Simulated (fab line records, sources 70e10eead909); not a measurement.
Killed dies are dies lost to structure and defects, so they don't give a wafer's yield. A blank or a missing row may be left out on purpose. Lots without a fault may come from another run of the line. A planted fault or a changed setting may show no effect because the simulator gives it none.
Chamber matching | flow nand_harc | NHARC_A_CHANNEL_FILL_D1_ETCHBACK_20 on rie_diel-10: 4 sister chambers
The step etches the open film in C4F8/O2/Ar, target depth 27 nm, time 13.5 s. 4 wafers are shown with their chamber, then 8 later ones without.

WAFERS WITH THEIR CHAMBER
wafer  | chamber | rf_vpp_V (V)
L870.3 | 2       | 976
L873.3 | 3       | 979
L873.5 | 0       | 972
L875.3 | 1       | 987

WAFERS WITHOUT THEIR CHAMBER
wafer  | rf_vpp_V (V)
L875.4 | 976
L875.5 | 979
L881.1 | 987
L881.4 | 975
L881.5 | 976
L883.3 | 975
L883.4 | 977
L883.5 | 973

WHICH CHAMBER EACH WENT THROUGH
wafer  | from the rows above     | in truth
L875.4 | 2                       | 2
L875.5 | 3                       | 3
L881.1 | 1                       | 1
L881.4 | 2                       | 2
L881.5 | 2                       | 2
L883.3 | 2                       | 2
L883.4 | can't be placed: 2 or 3 | 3
L883.5 | 0                       | 0
Placed correctly: 7 of 8. Can't be placed from these rows: 1 (the true chamber is among the candidates in 1). Placed wrongly: 0.
How it was worked out, from the rows above alone: a wafer's distance from a chamber is the root of the sum, over the readings, of the square of ((its reading less the chamber's mean) divided by the reading's scatter). The wafer belongs to the nearest chamber; if the next one is less than 2 further off, it can't be placed. A chamber's mean is the mean of its shown wafers. The scatter: with one shown wafer a chamber, the root of the mean of the squares of how far each hidden wafer lies from its nearest shown one.
